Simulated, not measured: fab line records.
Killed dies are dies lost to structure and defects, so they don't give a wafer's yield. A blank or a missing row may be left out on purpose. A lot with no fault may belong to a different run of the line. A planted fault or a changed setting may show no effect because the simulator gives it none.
fab line records    flow n5Finfet
[record] lots = 11  wafers = 33  lastDay = 22
route steps=1938 shown BEOL_M5@1163 BEOL_M6@1195
lots that met no fault: from a run of the same line without faults
startH: start of the lot's first displayed wafer, in hours after the record's first day    waitH: hours from the lot's prior step to this one    " as in the row above    L1.1+2: several wafers, shown together as one row    - no value, or no start given    * or withheld: withheld    < > ~ a bound
route shown NAME@n: NAME is a module with steps in the file, n the number in the route of the first one    usual: the fault-free wafers' mean and standard deviation    same: alike in all rows    chamber/n: place in a boat    sites: readings site by site    _std_site: their standard deviation    _edge_site: mean of outer sites minus mean of inner sites    radiusMm: for every site, how far away it sits from the centre of the wafer    mask NAME#n: copy n    behind: the last tool/chamber to shape the wafer    hold: cause of the lot's hold/its duration in hours/its outcome    device: which transistor (n, p or np) failed to switch    end of line: the same wafers' tests at the end of the route    a step given without rows: its recipe and nothing more    killed: the dies lost at the first sort to structure and to defects; this is not the yield of the wafer    map: shows each die of a wafer: x if killed, . if not, _ if none is there
set.NAME: the run value of the setting; set.NAME@STEP: its run value at that earlier step    model.NAME: the simulator's own value behind a step, which no gauge read
route steps across a sampled set of lots; one table per step, one row per wafer
services: when a tool's chamber went out of use (startH, in hours from the record's first day, below 0 if earlier), for how many hours, and the reason
[[steps]]
[step N5_BEOL_M5_OCD_MEAS_38]
[usual] trenchDepthNm = 71.8/0.94
lot.wafer  tool    chamber  startH  waitH  trenchDepthNm
L487.2     ocd-01  -        216.79  -      72.9
L487.4     "       -        "       "      72.0
L487.5     "       -        "       "      71.5
L496.4     ocd-01  -        325.83  -      72.3
L496.5     "       -        "       "      72.6
L496.6     "       -        "       "      72.2
L497.1     ocd-01  -        330.79  -      71.9
L497.2     "       -        "       "      71.2
L497.6     "       -        "       "      72.8
L502.3     ocd-01  -        355.22  -      72.5
L502.5     "       -        "       "      73.5
L502.6     "       -        "       "      72.2
L500.2     ocd-02  -        360.94  -      70.8
L500.5     "       -        "       "      71.6
L500.6     "       -        "       "      69.9
L509.3     ocd-01  -        372.44  -      72.1
L509.4     "       -        "       "      70.9
L509.5     "       -        "       "      72.6
L503.1     ocd-01  -        381.59  -      71.8
L503.2     "       -        "       "      72.0
L503.3     "       -        "       "      69.7
L505.1     ocd-02  -        398.40  -      71.8
L505.4     "       -        "       "      71.5
L505.5     "       -        "       "      73.3
L501.1     ocd-01  -        399.16  -      71.3
L501.2     "       -        "       "      70.9
L501.3     "       -        "       "      70.8
L494.1     ocd-01  -        408.66  -      72.9
L494.3     "       -        "       "      71.7
L494.6     "       -        "       "      71.4
L508.3     ocd-02  -        408.94  -      72.6
L508.4     "       -        "       "      71.9
L508.6     "       -        "       "      72.9
[step N5_BEOL_M5_CMP_52]
[recipe] stopOn = SiCOH_lowk  tOverpolishS = 6.9  downForcePsi = 1  platenRpm = 50  clearingPlatenDownForcePsi = 1.5  clearingPlatenRpm = 50  postCmpClean = cuAlkaline  targetThkNm = 62  clearingPlatenPadVelocityMS = 0.99484  padVelocityMS = 0.99484
[usual] barrierFieldEndpointS = 24.7/0.66  clearingPlatenRpm = 49.997/0.025  motorCurrentA = 6.2/0.73  overpolishRunS = 6.900/0.0089  retainingRingPressureFrac = 0.999/0.0049  timeToEndpointS = 63/3
lot.wafer  tool    chamber  startH  waitH  barrierFieldEndpointS  clearingPlatenRpm  motorCurrentA  overpolishRunS  retainingRingPressureFrac  timeToEndpointS
L487.2     cmp-04  0        223.19  0.2    24.3                   50.003             5.8            6.891           1.003                      61
L487.4     "       1        "       "      24.7                   50.002             6.8            6.898           1.000                      59
L487.5     "       0        "       "      24.8                   49.991             5.8            6.884           1.006                      62
L496.4     cmp-02  1        331.99  0.2    13.6                   50.003             6.5            6.904           1.000                      37
L496.6     "       3        "       "      24.5                   50.017             4.9            6.900           1.002                      60
L496.5     "       0        "       "      13.4                   50.016             6.1            6.897           0.998                      33
L497.1     cmp-02  1        338.84  0.3    13.3                   49.996             6.1            6.899           1.005                      34
L497.2     "       2        "       "      24.3                   50.037             6.9            6.910           1.000                      58
L497.6     "       1        "       "      24.4                   49.978             6.4            6.915           0.999                      62
L502.3     cmp-01  3        362.75  0.3    25.2                   49.996             6.8            6.904           0.993                      68
L502.5     "       0        "       "      25.2                   49.965             6.3            6.903           0.999                      69
L502.6     "       1        "       "      24.6                   49.973             4.7            6.890           0.995                      64
L500.2     cmp-04  2        368.44  0.3    24.1                   49.983             6.2            6.896           0.996                      62
L500.6     "       3        "       "      23.6                   49.999             6.4            6.898           1.002                      61
L500.5     "       0        "       "      24.9                   50.014             6.0            6.896           0.999                      63
L509.4     cmp-01  1        385.07  0.2    25.0                   50.005             5.0            6.888           0.991                      60
L509.3     "       3        "       "      25.5                   50.008             6.7            6.895           0.998                      65
L509.5     "       1        "       "      25.5                   49.994             4.8            6.907           0.998                      64
L503.3     cmp-01  2        387.84  0.2    24.2                   50.034             6.6            6.899           0.998                      63
L503.1     "       3        "       "      25.6                   49.987             6.9            6.907           1.000                      68
L503.2     "       1        "       "      24.4                   50.012             4.5            6.896           0.994                      63
L505.4     cmp-02  3        404.71  0.2    23.4                   49.972             5.2            6.900           0.994                      57
L505.1     "       0        "       "      24.4                   49.998             6.1            6.899           0.990                      61
L505.5     "       1        "       "      24.7                   50.017             6.1            6.895           0.996                      62
L501.2     cmp-02  2        405.56  0.2    24.1                   50.027             6.8            6.910           1.004                      61
L501.1     "       0        "       "      24.9                   50.019             5.9            6.891           0.997                      62
L501.3     "       1        "       "      24.8                   49.956             6.5            6.891           1.003                      65
L494.1     cmp-04  0        415.00  0.3    25.3                   49.982             5.9            6.893           1.009                      66
L494.3     "       1        "       "      25.2                   49.928             7.4            6.900           1.003                      65
L494.6     "       1        "       "      25.6                   49.968             6.7            6.902           1.007                      66
L508.4     cmp-02  0        415.16  0.2    24.0                   49.967             5.9            6.915           1.007                      60
L508.3     "       2        "       "      24.3                   49.974             6.4            6.902           1.003                      63
L508.6     "       3        "       "      24.2                   49.994             5.1            6.919           0.996                      59
[step N5_BEOL_M5_CO_CAP_78]
[recipe] material = Co  targetThkA = 20  tempC = 200  precursor = CCTBA/H2  pressureTorr = 30  timeS = 102.1
[usual] heaterPowerW = 247/23
lot.wafer  tool      chamber  startH  waitH  heaterPowerW  sinceWetCleanH
L487.2     cvdCo-02  0        223.57  0.0    272           984
L487.4     "         0        "       "      271           -
L487.5     "         0        "       "      274           -
L496.4     cvdCo-01  1        332.32  0.0    221           -
L496.5     "         0        "       "      256           -
L496.6     "         2        "       "      244           -
L497.1     cvdCo-02  0        339.17  0.0    275           1099
L497.2     "         2        "       "      268           640
L497.6     "         1        "       "      230           -
L502.3     cvdCo-02  0        363.01  0.0    266           1123
L502.5     "         2        "       "      271           -
L502.6     "         0        "       "      265           -
L500.2     cvdCo-01  2        368.70  0.0    242           451
L500.5     "         0        "       "      253           -
L500.6     "         1        "       "      204           -
L509.3     cvdCo-01  1        385.40  0.0    204           30
L509.4     "         0        "       "      255           -
L509.5     "         2        "       "      242           -
L503.1     cvdCo-01  0        388.21  0.0    260           930
L503.2     "         1        "       "      209           33
L503.3     "         2        "       "      240           470
L505.1     cvdCo-02  0        405.01  0.0    265           1165
L505.4     "         2        "       "      273           -
L505.5     "         0        "       "      271           -
L501.1     cvdCo-02  1        405.93  0.0    229           269
L501.2     "         2        "       "      276           707
L501.3     "         0        "       "      269           1166
L494.1     cvdCo-01  1        415.37  0.0    206           60
L494.3     "         2        "       "      248           497
L494.6     "         2        "       "      251           -
L508.3     cvdCo-02  0        415.49  0.0    267           1176
L508.4     "         0        "       "      273           -
L508.6     "         1        "       "      226           -
[step N5_BEOL_M6_CURE_74]
[recipe] tempC = 385  timeS = 240  ambient = He/Ar  material = SiCOH_lowk
[usual] lampPowerPct = 52.31/0.055  wafer_temp_C_max = 386.6/0.57
lot.wafer  tool       chamber  startH  waitH  lampPowerPct  wafer_temp_C_max
L487.2     uvCure-02  2        224.08  0.2    52.14         386.1
L487.4     "          2        "       "      52.39         386.6
L487.5     "          2        "       "      52.30         385.8
L496.4     uvCure-03  2        332.87  0.3    52.29         385.8
L496.5     "          2        "       "      52.37         386.5
L496.6     "          2        "       "      52.26         386.8
L497.1     uvCure-03  0        339.51  0.0    52.30         386.4
L497.2     "          0        "       "      52.35         387.1
L497.6     "          0        "       "      52.32         386.6
L502.3     uvCure-03  0        363.48  0.2    52.37         386.6
L502.5     "          0        "       "      52.24         385.7
L502.6     "          0        "       "      52.33         386.1
L500.2     uvCure-03  2        369.09  0.1    52.34         386.4
L500.5     "          2        "       "      52.40         385.8
L500.6     "          2        "       "      52.36         386.8
L509.3     uvCure-03  2        385.88  0.2    52.34         386.6
L509.4     "          2        "       "      52.43         386.6
L509.5     "          2        "       "      52.32         386.1
L503.1     uvCure-01  0        388.52  0.0    52.30         387.1
L503.2     "          0        "       "      52.30         387.3
L503.3     "          0        "       "      52.30         386.9
L505.1     uvCure-01  0        405.32  0.0    52.25         386.8
L505.4     "          0        "       "      52.38         387.6
L505.5     "          0        "       "      52.18         387.4
L501.1     uvCure-03  1        406.24  0.0    52.36         386.6
L501.2     "          1        "       "      52.22         386.1
L501.3     "          1        "       "      52.36         387.1
L494.1     uvCure-03  2        415.68  0.0    52.37         386.5
L494.3     "          2        "       "      52.21         386.2
L494.6     "          2        "       "      52.38         386.5
L508.3     uvCure-01  0        415.99  0.2    52.30         387.4
L508.4     "          0        "       "      52.29         387.6
L508.6     "          0        "       "      52.30         387.8
[[services]]
tool       chamber  startH  hours  kind
uvCure-01  -        208.83  1.0    pm
cmp-02     -        215.05  3.4    repair
cvdCo-02   2        218.39  6.0    repair
uvCure-01  -        228.30  5.0    pm
cmp-02     -        230.85  4.1    repair
cmp-04     -        233.46  4.0    pm
uvCure-01  -        235.82  7.1    pm
uvCure-01  -        243.99  0.3    repair
cvdCo-02   2        254.09  5.8    repair
cmp-02     -        255.54  4.1    repair
cvdCo-02   -        264.61  6.9    pm
cmp-04     -        264.82  0.8    repair
uvCure-01  -        267.57  2.1    pm
cmp-01     -        278.77  2.6    repair
cmp-04     -        288.21  0.8    repair
cmp-02     -        291.63  4.0    pm
cmp-02     -        295.98  4.2    pm
cmp-01     -        298.90  1.8    repair
cmp-02     -        303.40  0.6    repair
uvCure-03  -        316.55  1.0    pm
cvdCo-02   -        339.38  2.6    repair
cvdCo-02   -        368.89  6.0    pm
cmp-02     -        393.48  1.2    repair
uvCure-03  -        410.41  0.9    repair
[[key]]
[firstSign] step = N5_BEOL_M5_CMP_52  reading = barrierFieldEndpointS  direction = down  sigmas = 17  usual = 24.7  struck = 13.4
[effect] step = N5_BEOL_M5_CMP_52  reading = timeToEndpointS  direction = down  sigmas = 9.4  usual = *  struck = *
metAt N5_BEOL_M5_CMP_52
struckLots L496,L497
struckWafers L496.4,L496.5,L497.1
notActingAt N5_BEOL_M5_OCD_MEAS_38,N5_BEOL_M5_CO_CAP_78,N5_BEOL_M6_CURE_74
[fault] kind = processParameterDrift  tool = cmp-02  chamber = -  onsetH = 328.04  steps = N5_BEOL_M5_CMP_52  channel = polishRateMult  offset = 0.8  shape = step  endH = 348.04  scope = struckWafersOnly
